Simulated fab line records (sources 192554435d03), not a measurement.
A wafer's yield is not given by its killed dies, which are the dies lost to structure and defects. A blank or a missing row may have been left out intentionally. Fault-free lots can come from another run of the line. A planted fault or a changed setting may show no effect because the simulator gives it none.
fab line records | flow n5_finfet | part 1 of 2: steps 1 to 21 of 32
[record] lots = 5 wafers = 15 last_day = 17
route steps=1938 shown SPACER0@260 SD_EPI_N@262
lots that met no fault: taken from a fault-free run of the same line
start_h: start of the lot's first displayed wafer, in hours after the record's first day | wait_h: hours since the lot's step before | " as in the row above | L1.1+2: several wafers, shown together as one row | - no value, or no start given | * or withheld: withheld | < > ~ a bound
route shown NAME@n: names a module that has steps shown in the file, with the first one's number in the route | usual: average and standard deviation across the fault-free wafers | same: alike in all rows | chamber/n: place in a boat | sites: each site's reading | _std_site: standard deviation across them | _edge_site: inner sites' mean taken away from outer sites' mean | radius_mm: how far each site lies from the wafer's centre | mask NAME#n: copy n | behind: tool/chamber where the wafer was last shaped | hold: reason for holding the lot/hours on hold/outcome of the hold | device: which transistor (n, p or np) failed to switch | end of line: tests of these same wafers at the route's end | a step with no rows: only its recipe | killed: not the wafer's yield, but the dies lost to structure and defects at the first sort | map: shows each die of a wafer: x if killed, . if not, _ if none is there
set.NAME: setting as actually run; set.NAME@STEP: the setting as run at that earlier step | model.NAME: the simulator's own value behind a step, which no gauge read
lots at some steps of the route; a table a step, a row a wafer
services: the hour from which a tool's chamber was out of use, counted from the record's first day as start_h (under 0 if before that day), plus the number of hours and why
[[steps]]
[step N5_SPACER0_ALD_08]
[recipe] material = SiNx target_thk_a = 20 temp_c = 400 ald_precursor_family = SiH2I2 ald_co_reactant = N2/H2-plasma pressure_torr = 2
[usual] heater_power_w = 851/82
// columns lot.wafer tool chamber start_h wait_h heater_power_w
L078.1 ald_sin-03 3 76.02 0.1 803
L078.2 " 1 " " 915
L078.4 " 0 " " 763
L080.1 ald_sin-01 3 85.28 0.1 926
L080.3 " 1 " " 777
L080.6 " 3 " " 923
L081.4 ald_sin-01 0 92.56 0.1 870
L081.5 " 3 " " 916
L081.6 " 2 " " 866
L090.4 ald_sin-04 1 145.06 0.1 910
L090.5 " 2 " " 854
L090.6 " 3 " " 927
L093.2 ald_sin-03 2 164.79 0.1 958
L093.4 " 3 " " 764
L093.6 " 2 " " 961
[step N5_SPACER0_INSPECT_04]
[recipe] inspect_instrument = darkfield mode = post_dep
[usual] raw_defect_count = 142/38
// columns lot.wafer tool chamber start_h wait_h raw_defect_count
L078.1 defect_inspect-02 - 76.18 0.1 114
L078.2 " - " " 107
L078.4 " - " " 77
L080.1 defect_inspect-02 - 85.43 0.1 151
L080.3 " - " " 135
L080.6 " - " " 183
L081.4 defect_inspect-01 - 92.72 0.1 91
L081.5 " - " " 109
L081.6 " - " " 130
L090.4 defect_inspect-02 - 145.22 0.1 96
L090.5 " - " " 176
L090.6 " - " " 140
L093.2 defect_inspect-01 - 164.94 0.1 122
L093.4 " - " " 135
L093.6 " - " " 133
[step N5_SD_EPI_N_COAT_32]
[recipe] resist = SOC temp_c = 250 time_s = 60 spin_rpm = 1500 resist_thk_nm = 350
[usual] spin_speed_rpm = 1500.1/0.92
// columns lot.wafer tool chamber start_h wait_h spin_speed_rpm
L078.1 litho_track-03 0 76.21 0.0 1499.7
L078.2 " 0 " " 1499.0
L078.4 " 0 " " 1499.0
L080.1 litho_track-03 0 85.46 0.0 1499.3
L080.3 " 0 " " 1501.0
L080.6 " 0 " " 1500.9
L081.4 litho_track-03 0 92.75 0.0 1500.1
L081.5 " 0 " " 1500.0
L081.6 " 0 " " 1500.5
L090.4 litho_track-01 0 145.25 0.0 1498.9
L090.5 " 0 " " 1499.1
L090.6 " 0 " " 1499.0
L093.2 litho_track-04 0 164.98 0.0 1500.1
L093.4 " 0 " " 1498.6
L093.6 " 0 " " 1499.2
[step N5_SD_EPI_N_COAT_33]
[recipe] resist = SiARC temp_c = 220 time_s = 60 spin_rpm = 1500 resist_thk_nm = 35
[usual] spin_speed_rpm = 1499.9/0.85
// columns lot.wafer tool chamber start_h wait_h spin_speed_rpm
L078.1 litho_track-03 0 - - 1501.0
L078.2 " 0 " " 1499.3
L078.4 " 0 " " 1499.4
L080.1 litho_track-03 0 - - 1500.7
L080.3 " 0 " " 1500.4
L080.6 " 0 " " 1499.8
L081.4 litho_track-03 0 - - 1499.4
L081.5 " 0 " " 1501.2
L081.6 " 0 " " 1499.7
L090.4 litho_track-01 0 - - 1500.5
L090.5 " 0 " " 1500.7
L090.6 " 0 " " 1500.6
L093.2 litho_track-04 0 - - 1500.4
L093.4 " 0 " " 1500.0
L093.6 " 0 " " 1498.5
[step N5_SD_EPI_N_COAT_03]
[recipe] resist = CAR-ArF-block spin_rpm = 1500 resist_thk_nm = 150
[usual] spin_speed_rpm = 1500.2/0.92
// columns lot.wafer tool chamber start_h wait_h spin_speed_rpm
L078.1 litho_track-03 0 - - 1500.1
L078.2 " 0 " " 1500.1
L078.4 " 0 " " 1499.7
L080.1 litho_track-03 0 - - 1500.4
L080.3 " 0 " " 1500.7
L080.6 " 0 " " 1501.0
L081.4 litho_track-03 0 - - 1499.2
L081.5 " 0 " " 1499.3
L081.6 " 0 " " 1500.6
L090.4 litho_track-01 0 - - 1500.7
L090.5 " 0 " " 1500.2
L090.6 " 0 " " 1500.7
L093.2 litho_track-04 0 - - 1501.2
L093.4 " 0 " " 1499.9
L093.6 " 0 " " 1500.6
[step N5_SD_EPI_N_EBR_05]
[recipe] solvent = PGMEA ebr_width_mm = 1.5
// columns lot.wafer tool chamber start_h wait_h
L078.1+2+4 litho_track-03 0 - -
L080.1+3+6 litho_track-03 0 - -
L081.4+5+6 litho_track-03 0 - -
L090.4+5+6 litho_track-01 0 - -
L093.2+4+6 litho_track-04 0 - -
[step N5_SD_EPI_N_SOFTBAKE_04]
[recipe] temp_c = 110 time_s = 60 resist = CAR-ArF-block
// columns lot.wafer tool chamber start_h wait_h
L078.1+2+4 litho_track-03 0 - -
L080.1+3+6 litho_track-03 0 - -
L081.4+5+6 litho_track-03 0 - -
L090.4+5+6 litho_track-01 0 - -
L093.2+4+6 litho_track-04 0 - -
[step N5_SD_EPI_N_EXPOSE_06]
[recipe] mask_id = SD_N_BLK na = 1.35 source_shape = conventional sigma_outer = 0.8 polarization = unpolarized target_cd_nm = 120 dose_mj = 39.75
[usual] exposure_dose_mJ_cm2 = 39.94/0.26 focus_offset_nm = -0.1/0.49
// columns lot.wafer tool chamber start_h wait_h mask exposure_dose_mJ_cm2 focus_offset_nm
L078.1 arfi_scanner-01 0 76.45 - SD_N_BLK#0 40.25 0.0
L078.2 " 0 " " SD_N_BLK#0 40.19 0.0
L078.4 " 0 " " SD_N_BLK#0 40.24 -0.5
L080.1 arfi_scanner-01 0 85.62 - SD_N_BLK#0 40.27 -0.7
L080.3 " 0 " " SD_N_BLK#0 40.19 -0.4
L080.6 " 0 " " SD_N_BLK#0 40.26 -0.5
L081.4 arfi_scanner-01 0 92.88 - SD_N_BLK#0 40.22 0.5
L081.5 " 0 " " SD_N_BLK#0 40.24 -0.1
L081.6 " 0 " " SD_N_BLK#0 40.22 -0.1
L090.4 arfi_scanner-01 0 145.38 - SD_N_BLK#0 40.23 0.8
L090.5 " 0 " " SD_N_BLK#0 40.20 -0.7
L090.6 " 0 " " SD_N_BLK#0 40.18 -0.6
L093.2 arfi_scanner-02 0 165.22 - SD_N_BLK#0 39.70 -0.1
L093.4 " 0 " " SD_N_BLK#0 39.66 0.0
L093.6 " 0 " " SD_N_BLK#0 39.65 0.0
[step N5_SD_EPI_N_PEB_07]
[recipe] peb_temp_c = 110 peb_time_s = 60 resist = CAR-ArF-block
[same] peb_time_s = 60
// columns lot.wafer tool chamber start_h wait_h
L078.1+2+4 litho_track-03 0 76.51 0.1
L080.1+3+6 litho_track-04 0 85.68 0.1
L081.4+5+6 litho_track-03 0 92.93 0.0
L090.4+5+6 litho_track-04 0 145.42 0.0
L093.2+4+6 litho_track-04 0 165.28 0.0
[step N5_SD_EPI_N_DEVELOP_08]
[recipe] develop_time_s = 30 developer = TMAH resist = CAR-ArF-block dev_temp_c = 23 rinse_liquid = diw dry = air_spin
// columns lot.wafer tool chamber start_h wait_h
L078.1+2+4 litho_track-03 0 - -
L080.1+3+6 litho_track-04 0 - -
L081.4+5+6 litho_track-03 0 - -
L090.4+5+6 litho_track-04 0 - -
L093.2+4+6 litho_track-04 0 - -
[step N5_SD_EPI_N_CD_MEAS_09]
[recipe] target_cd_nm = 120 landing_energy_ev = 500 detector = se_inlens
[usual] cd_nm = 120.4/0.77
[same] landing_energy_ev = 500
// columns lot.wafer tool chamber start_h wait_h cd_nm
L078.1 cd_sem-02 0 76.58 - 120.9
L078.2 " 0 " " 122.2
L078.4 " 0 " " 121.9
L080.1 cd_sem-02 0 85.74 - 119.7
L080.3 " 0 " " 120.3
L080.6 " 0 " " 120.9
L081.4 cd_sem-01 0 92.99 - 120.5
L081.5 " 0 " " 121.4
L081.6 " 0 " " 120.6
L090.4 cd_sem-03 0 145.49 - 121.4
L090.5 " 0 " " 120.2
L090.6 " 0 " " 121.4
L093.2 cd_sem-03 0 165.34 - 121.4
L093.4 " 0 " " 121.8
L093.6 " 0 " " 121.2
[step N5_SD_EPI_N_OVL_MEAS_10]
[recipe] points_per_wafer = 44
[usual] SD_N_BLK_OVL = 0.1/0.92
// columns lot.wafer tool chamber start_h wait_h SD_N_BLK_OVL[nm]
L078.1 overlay-01 0 76.61 0.0 -0.3
L078.2 " 0 " " 0.0
L078.4 " 0 " " 0.7
L080.1 overlay-01 0 85.77 0.0 -1.0
L080.3 " 0 " " -1.5
L080.6 " 0 " " -0.4
L081.4 overlay-02 0 93.02 0.0 -1.5
L081.5 " 0 " " 0.3
L081.6 " 0 " " -0.7
L090.4 overlay-01 0 145.52 0.0 -2.5
L090.5 " 0 " " -0.5
L090.6 " 0 " " -1.2
L093.2 overlay-02 0 165.37 0.0 0.6
L093.4 " 0 " " 1.0
L093.6 " 0 " " 0.7
[step N5_SD_EPI_N_INSPECT_11]
[recipe] mode = adi inspect_instrument = macro
[usual] raw_defect_count = 2.2/1.5
// columns lot.wafer tool chamber start_h wait_h raw_defect_count
L078.1 defect_inspect-01 - 76.63 0.0 2
L078.2 " - " " 1
L078.4 " - " " 4
L080.1 defect_inspect-01 - 85.80 0.0 1
L080.3 " - " " 2
L080.6 " - " " 0
L081.4 defect_inspect-01 - 93.05 0.0 1
L081.5 " - " " 3
L081.6 " - " " 1
L090.4 defect_inspect-02 - 145.54 0.0 3
L090.5 " - " " 4
L090.6 " - " " 1
L093.2 defect_inspect-02 - 165.40 0.0 4
L093.4 " - " " 3
L093.6 " - " " 1
[step N5_SD_EPI_N_DESCUM_14]
[recipe] chemistry = O2 time_s = 7.9 source_power_w = 50 bias_power_w = 20 pressure_mtorr = 20 rf_frequency_hz = 2.712e+07 temp_c = 40 resist = CAR-ArF-block o2_flow_sccm = 225
[usual] drypump_motor_current_A = 5.6/0.7 o2_flow_sccm = 225.1/0.62 oes_product_au = 0.83/0.1 rf_vpp_V = 242.4/1.4 showerhead_plenum_p_Torr = 2.05/0.071 throttle_valve_pct = 20.43/0.21
// columns lot.wafer tool chamber start_h wait_h drypump_motor_current_A o2_flow_sccm oes_product_au rf_hours_counter_h rf_vpp_V showerhead_plenum_p_Torr throttle_valve_pct
L078.1 rie_diel-06 0 76.67 0.0 5.2 225.1 0.91 23 240.7 2.04 20.30
L078.2 " 1 " " 4.8 224.6 0.87 57 242.6 2.02 20.29
L078.4 " 3 " " 6.7 225.4 0.71 232 243.3 2.08 20.82
L080.1 rie_diel-06 1 85.90 0.1 4.8 223.7 0.87 60 243.3 2.02 20.30
L080.3 " 2 " " 5.4 224.9 0.74 188 240.3 1.98 20.53
L080.6 " 0 " " 5.2 225.0 0.90 - 242.9 2.04 20.29
L081.4 rie_diel-04 1 93.08 0.0 6.1 224.3 0.91 23 241.8 2.07 20.31
L081.5 " 2 " " 5.9 225.5 0.71 - 244.3 2.06 20.47
L081.6 " 1 " " 6.1 224.9 0.91 - 242.7 2.07 20.31
L090.4 rie_diel-04 1 145.58 0.0 6.2 225.0 0.88 38 243.0 2.06 20.34
L090.5 " 1 " " 6.1 225.1 0.89 - 241.5 2.06 20.34
L090.6 " 0 " " 5.5 225.2 0.75 - 241.8 2.00 20.37
L093.2 rie_diel-03 3 165.54 0.1 6.5 224.2 0.94 16 245.2 2.22 20.06
L093.4 " 0 " " 5.0 225.5 0.89 34 243.5 2.15 20.62
L093.6 " 2 " " 4.8 225.1 0.90 - 241.5 2.06 20.11
[step N5_SD_EPI_N_ETCH_34]
[recipe] chemistry = CF4 target = SiARC target_depth_a = 455 mask_material = CAR-ArF-block time_s = 75.8 ion_energy_ev = 80 pressure_mtorr = 40 source_w = 545 bias_w = 36 Ar_flow_sccm = 100 cf4_flow_sccm = 100 ends = cleared
[usual] drypump_motor_current_A = 5.6/0.71 etch_rf_on_time_s = 75.6/1.8 oes_product_au = 0.70/0.086 rf_vpp_V = 183.6/1.1 showerhead_plenum_p_Torr = 2.11/0.064 throttle_valve_pct = 15.61/0.24
// columns lot.wafer tool chamber start_h wait_h drypump_motor_current_A etch_rf_on_time_s oes_product_au rf_hours_counter_h rf_vpp_V showerhead_plenum_p_Torr throttle_valve_pct
L078.1 rie_diel-06 0 76.70 0.0 5.2 76.9 0.77 23 183.3 2.12 15.53
L078.2 " 1 " " 4.8 75.6 0.74 57 183.5 2.09 15.53
L078.4 " 3 " " 6.7 78.5 0.59 232 183.0 2.11 15.93
L080.1 rie_diel-06 1 85.94 0.0 4.8 75.7 0.73 60 183.1 2.09 15.55
L080.3 " 2 " " 5.4 76.4 0.63 188 182.8 2.05 15.82
L080.6 " 0 " " 5.2 76.2 0.76 - 184.0 2.12 15.54
L081.4 rie_diel-04 1 93.11 0.0 6.1 71.7 0.79 23 182.8 2.10 15.31
L081.5 " 2 " " 5.8 74.4 0.62 - 183.5 2.14 15.85
L081.6 " 1 " " 6.1 72.1 0.78 - 183.9 2.10 15.31
L090.4 rie_diel-04 1 145.61 0.0 6.1 71.4 0.77 38 182.6 2.09 15.37
L090.5 " 1 " " 6.1 70.5 0.77 - 183.0 2.10 15.35
L090.6 " 0 " " 5.5 76.4 0.64 - 184.0 2.07 15.60
L093.2 rie_diel-03 3 165.57 0.0 6.5 72.2 0.80 16 185.0 2.27 15.29
L093.4 " 0 " " 5.0 75.3 0.76 34 185.1 2.19 15.68
L093.6 " 2 " " 4.8 73.9 0.78 - 182.9 2.10 15.15
[step N5_SD_EPI_N_ETCH_35]
[recipe] chemistry = N2/H2 target = SOC overetch_a = 1080 mask_material = SiARC temp_c = 40 ion_energy_ev = 100 source_w = 3000 bias_w = 133 pressure_mtorr = 20 time_s = 486 n2_flow_sccm = 200 h2_flow_sccm = 200
[usual] drypump_motor_current_A = 5.6/0.7 oes_product_au = 0.73/0.085 rf_vpp_V = 240.0/1.3 showerhead_plenum_p_Torr = 2.50/0.075 throttle_valve_pct = 23.9/0.3
// columns lot.wafer tool chamber start_h wait_h drypump_motor_current_A oes_product_au rf_hours_counter_h rf_vpp_V showerhead_plenum_p_Torr throttle_valve_pct
L078.1 rie_diel-06 0 76.76 0.0 5.2 0.81 23 240.2 2.49 24.1
L078.2 " 1 " " 4.8 0.77 57 240.1 2.48 23.8
L078.4 " 3 " " 6.7 0.63 232 239.2 2.50 24.0
L080.1 rie_diel-06 1 85.99 0.0 4.9 0.77 60 240.4 2.48 23.8
L080.3 " 2 " " 5.3 0.67 188 238.9 2.43 24.3
L080.6 " 0 " " 5.2 0.79 - 239.9 2.49 24.0
L081.4 rie_diel-04 1 93.17 0.0 6.1 0.80 23 239.3 2.49 23.5
L081.5 " 2 " " 5.9 0.64 - 239.5 2.52 24.1
L081.6 " 1 " " 6.2 0.80 - 239.1 2.49 23.5
L090.4 rie_diel-04 1 145.67 0.0 6.1 0.77 38 241.7 2.48 23.5
L090.5 " 1 " " 6.1 0.78 - 239.0 2.48 23.5
L090.6 " 0 " " 5.5 0.68 - 240.9 2.44 23.9
L093.2 rie_diel-03 3 165.63 0.0 6.5 0.82 16 243.7 2.69 23.3
L093.4 " 0 " " 5.0 0.79 34 241.1 2.59 23.9
L093.6 " 2 " " 4.8 0.81 - 238.7 2.50 23.6
[step N5_SD_EPI_N_STRIP_36]
[recipe] chemistry = N2/H2 temp_c = 40 n2_flow_sccm = 200 h2_flow_sccm = 200 rf_frequency_hz = 6e+07
// columns lot.wafer tool chamber start_h wait_h
L078.1+2+4 rie_diel-06 0,1,3 77.07 0.2
L080.1+3+6 rie_diel-06 1,2,0 86.31 0.2
L081.4+5+6 rie_diel-04 1,2,1 93.48 0.2
L090.4+5+6 rie_diel-04 1,1,0 145.98 0.2
L093.2+4+6 rie_diel-03 3,0,2 165.94 0.2
[step N5_SD_EPI_N_ETCHBACK_44]
[recipe] chemistry = CH3F/O2 mode = anisotropic_etchback target = SiNx target_depth_a = 145 stop_on = SiO2 over_etch_frac = 0.3 ion_energy_ev = 120 pressure_mtorr = 30 source_w = 395 bias_w = 73 Ar_flow_sccm = 150 CH3F_flow_sccm = 30 O2_flow_sccm = 20
[usual] drypump_motor_current_A = 5.6/0.71 oes_product_au = 0.70/0.082 rf_vpp_V = 296/6 showerhead_plenum_p_Torr = 1.97/0.065 throttle_valve_pct = 16.35/0.25
// columns lot.wafer tool chamber start_h wait_h drypump_motor_current_A oes_product_au rf_hours_counter_h rf_vpp_V showerhead_plenum_p_Torr throttle_valve_pct
L078.1 rie_diel-06 0 77.08 0.0 5.2 0.78 24 301 1.97 16.26
L078.2 " 1 " " 4.9 0.74 57 301 1.94 16.28
L078.4 " 3 " " 6.7 0.60 233 294 1.96 16.62
L080.1 rie_diel-06 1 86.32 0.0 4.8 0.73 60 300 1.94 16.29
L080.3 " 2 " " 5.3 0.63 189 293 1.91 16.55
L080.6 " 0 " " 5.1 0.77 - 301 1.97 16.26
L081.4 rie_diel-04 1 93.49 0.0 6.1 0.76 23 292 1.95 16.02
L081.5 " 2 " " 5.9 0.61 - 289 1.99 16.54
L081.6 " 1 " " 6.2 0.77 - 292 1.95 16.01
L090.4 rie_diel-04 1 145.99 0.0 6.1 0.74 38 292 1.95 16.04
L090.5 " 1 " " 6.1 0.75 - 292 1.95 16.03
L090.6 " 0 " " 5.5 0.65 - 295 1.92 16.31
L093.2 rie_diel-03 3 165.95 0.0 6.5 0.78 16 307 2.14 16.10
L093.4 " 0 " " 5.0 0.76 34 294 2.05 16.48
L093.6 " 2 " " 4.8 0.77 - 304 1.95 15.85
[step N5_SD_EPI_N_ETCH_45]
[recipe] chemistry = CH3F/O2 target = SiOCN target_depth_a = 60 mask_material = SOC ion_energy_ev = 60 bias_w = 29 pressure_mtorr = 15 source_w = 410 Ar_flow_sccm = 150 CH3F_flow_sccm = 30 O2_flow_sccm = 20
[usual] drypump_motor_current_A = 5.6/0.7 oes_product_au = 0.82/0.1 rf_vpp_V = 127.0/0.93 showerhead_plenum_p_Torr = 1.96/0.066 throttle_valve_pct = 23.36/0.26
// columns lot.wafer tool chamber start_h wait_h drypump_motor_current_A oes_product_au rf_hours_counter_h rf_vpp_V showerhead_plenum_p_Torr throttle_valve_pct
L078.1 rie_diel-06 0 77.18 0.1 5.2 0.90 24 126.4 1.96 23.41
L078.2 " 1 " " 4.8 0.87 57 126.5 1.94 23.31
L078.4 " 3 " " 6.7 0.70 233 127.4 1.96 23.48
L080.1 rie_diel-06 1 86.42 0.1 4.9 0.86 60 127.2 1.94 23.32
L080.3 " 2 " " 5.3 0.73 189 125.7 1.90 23.55
L080.6 " 0 " " 5.2 0.89 - 127.7 1.96 23.43
L081.4 rie_diel-04 1 93.59 0.1 6.1 0.91 23 126.9 1.94 23.02
L081.5 " 2 " " 5.9 0.71 - 127.3 1.98 23.53
L081.6 " 1 " " 6.1 0.91 - 127.5 1.94 23.02
L090.4 rie_diel-04 1 146.09 0.1 6.2 0.89 38 126.2 1.94 23.04
L090.5 " 1 " " 6.2 0.88 - 126.4 1.94 23.05
L090.6 " 0 " " 5.5 0.76 - 126.7 1.91 23.33
L093.2 rie_diel-03 3 166.05 0.1 6.5 0.93 16 128.6 2.14 23.09
L093.4 " 0 " " 5.0 0.88 34 127.7 2.04 23.54
L093.6 " 2 " " 4.8 0.91 - 127.2 1.94 22.76
[step N5_SD_EPI_N_ETCH_16]
[recipe] chemistry = CHF3/O2 target = SiO2 target_depth_a = 50 mask_material = SOC pressure_mtorr = 30 source_w = 650 bias_w = 170 Ar_flow_sccm = 200 CHF3_flow_sccm = 50 O2_flow_sccm = 5 ion_energy_ev = 200
[usual] drypump_motor_current_A = 5.6/0.71 oes_product_au = 0.82/0.1 rf_vpp_V = 522/11 showerhead_plenum_p_Torr = 2.37/0.076 throttle_valve_pct = 18.92/0.25
// columns lot.wafer tool chamber start_h wait_h drypump_motor_current_A oes_product_au rf_hours_counter_h rf_vpp_V showerhead_plenum_p_Torr throttle_valve_pct
L078.1 rie_diel-06 0 77.28 0.1 5.2 0.90 24 527 2.38 18.89
L078.2 " 1 " " 4.9 0.86 57 530 2.35 18.86
L078.4 " 3 " " 6.7 0.70 233 518 2.37 19.17
L080.1 rie_diel-06 1 86.52 0.1 4.8 0.86 60 530 2.34 18.87
L080.3 " 2 " " 5.4 0.74 189 513 2.31 19.10
L080.6 " 0 " " 5.1 0.89 - 529 2.38 18.90
L081.4 rie_diel-04 1 93.69 0.1 6.1 0.90 23 513 2.35 18.55
L081.5 " 2 " " 5.9 0.71 - 510 2.40 19.11
L081.6 " 1 " " 6.1 0.91 - 512 2.35 18.55
L090.4 rie_diel-04 1 146.19 0.1 6.1 0.90 38 512 2.34 18.58
L090.5 " 1 " " 6.1 0.90 - 511 2.34 18.57
L090.6 " 0 " " 5.5 0.75 - 518 2.32 18.87
L093.2 rie_diel-03 3 166.15 0.1 6.5 0.93 16 539 2.58 18.68
L093.4 " 0 " " 5.0 0.89 34 517 2.46 19.04
L093.6 " 2 " " 4.8 0.91 - 535 2.34 18.37
[step N5_SD_EPI_N_STRIP_47]
[recipe] chemistry = CHF3/O2 resist = SiARC rf_frequency_hz = 6e+07
// columns lot.wafer tool chamber start_h wait_h
L078.1+2+4 rie_diel-06 0,1,3 77.32 0.0
L080.1+3+6 rie_diel-06 1,2,0 86.56 0.0
L081.4+5+6 rie_diel-04 1,2,1 93.73 0.0
L090.4+5+6 rie_diel-04 1,1,0 146.23 0.0
L093.2+4+6 rie_diel-03 3,0,2 166.19 0.0
